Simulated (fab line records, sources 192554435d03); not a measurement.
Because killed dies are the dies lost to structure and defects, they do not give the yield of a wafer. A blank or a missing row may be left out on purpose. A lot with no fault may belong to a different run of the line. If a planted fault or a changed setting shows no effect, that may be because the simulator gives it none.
Matching of chambers    flow n5-finfet    N5_FIN_CUT_ETCH_21 on rie-diel-02 has 4 sister chambers
The step etches SOC in N2/H2, target depth 219 nm, overetch 43.8 nm, time 523.5 s. 8 wafers are shown with their chamber, then 9 later ones without.

== EACH WAFER AND ITS CHAMBER ==
wafer   chamber  showerhead-plenum-p-Torr (Torr)  drypump-motor-current-A (A)
L074.4  1        2.62                             6.1
L077.1  1        2.62                             6.2
L084.3  0        2.54                             5.8
L084.5  3        2.45                             5.9
L084.6  2        2.54                             4.9
L085.1  2        2.53                             4.9
L085.2  0        2.54                             5.7
L085.3  3        2.44                             5.9

== WAFERS MISSING THEIR CHAMBER ==
wafer   showerhead-plenum-p-Torr (Torr)  drypump-motor-current-A (A)
L085.4  2.45                             5.9
L085.5  2.54                             5.8
L085.6  2.53                             5.0
L088.2  2.44                             5.9
L088.5  2.44                             5.9
L088.6  2.53                             4.9
L094.1  2.53                             5.8
L094.2  2.53                             5.0
L094.5  2.61                             6.2

== EACH ONE'S CHAMBER ==
wafer   from the rows above  in truth
L085.4  3                    3
L085.5  0                    0
L085.6  2                    2
L088.2  3                    3
L088.5  3                    3
L088.6  2                    2
L094.1  0                    0
L094.2  2                    2
L094.5  1                    1
Correct placement for 9 of the 9. Number that these rows cannot place: 0. Wrongly placed: 0.
How it was worked out, from the rows above alone: a wafer's distance from a chamber is the root of the sum, over the readings, of the square of ((its reading less the chamber's mean) divided by the reading's scatter). The wafer belongs to the nearest chamber; if the next one is less than 2 further off, it can't be placed. The mean given for a chamber averages the wafers shown for that chamber. The scatter: take each reading less its chamber's mean, square it, sum over the shown wafers, divide by the number of wafers less the number of chambers, and take the root.
